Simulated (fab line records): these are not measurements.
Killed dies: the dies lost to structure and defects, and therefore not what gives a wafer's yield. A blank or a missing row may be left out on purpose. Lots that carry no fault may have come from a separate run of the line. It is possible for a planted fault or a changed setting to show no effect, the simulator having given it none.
Comparing a struck lot with a sound one    flow nand_harc    13 out of 1302 route steps
Sound: these wafers, L629.4, L629.5, L629.6. Wafers struck: L621.2, L621.3, L621.6. The cause is given at the end.
At each step with rows: each side's tool, then ch and its chambers, then its first start. Under that, the readings that differ: sound wafers    struck wafers    difference of the means    sigmas: that difference in standard deviations of wafers without a fault.
alike: readings whose means differ by less than 2 such deviations, and words and numbers that are the same on both sides. not compared: withheld readings, readings that some wafer has no value for, bounds like >300 that may hide the same value, and numbers for which the record gives no deviation and whose values overlap.
The two part at a step that has a row with sigmas, a row that says differs or no value, or rows on one side only. Numbers that don't overlap but have no deviation are shown without sigmas and don't part them. A reading that every wafer of one side lacks parts them only if that side has two wafers or more.

NHARC_P_CONTACT_DEP_30: deposits SiNx, target thk 30 nm.
  sound on pecvd-03 ch 0,1,2, day 13 15:17; struck on pecvd-03 ch 0,2, day 10 08:59
  alike: heater_power_w
  not compared: since_wet_clean_h
NHARC_P_CONTACT_DEP_00: deposits SiO2, target thk 500 nm.
  sound on pecvd-03 ch 0,1,2, day 13 15:33; struck on pecvd-03 ch 0,2
  alike: heater_power_w, throttle_valve_pct
  not compared: since_wet_clean_h
NHARC_P_CONTACT_CMP_01: polishes SiO2, target thk 200 nm.
  sound on cmp-04 ch 0,1,3, day 13 15:57; struck on cmp-01 ch 0,2,3, day 10 09:44
  alike: motor_current_A
then, 8 steps without rows for these wafers: NHARC_P_CONTACT_SRD_03; NHARC_P_CONTACT_DEHYDRATE_04 (time 120 s); NHARC_P_CONTACT_HMDS_05 (time 30 s); NHARC_P_CONTACT_COAT_33 (time 75 s); NHARC_P_CONTACT_COAT_34 (time 65 s); NHARC_P_CONTACT_COAT_06 (resist thk 90 nm); NHARC_P_CONTACT_SOFTBAKE_07 (time 55 s); NHARC_P_CONTACT_EBR_08.
NHARC_P_CONTACT_EXPOSE_09: exposes mask P CA, target cd 90 nm.
  struck on arfi_scanner-02, day 10 10:26; sound on arfi_scanner-03 ch 0, day 13 16:36
  no value came back on the struck wafers for exposure_dose_mJ_cm2, focus_offset_nm (nm); on the sound wafers exposure_dose_mJ_cm2 reads 81.0 81.0 81.0
  alike: mask
then, 1 step without rows for these wafers: NHARC_P_CONTACT_PEB_10 (peb time 65 s).

WHERE THEY PART
Within this record, at NHARC_P_CONTACT_EXPOSE_09 only.

WHY: what had been put in by the simulator
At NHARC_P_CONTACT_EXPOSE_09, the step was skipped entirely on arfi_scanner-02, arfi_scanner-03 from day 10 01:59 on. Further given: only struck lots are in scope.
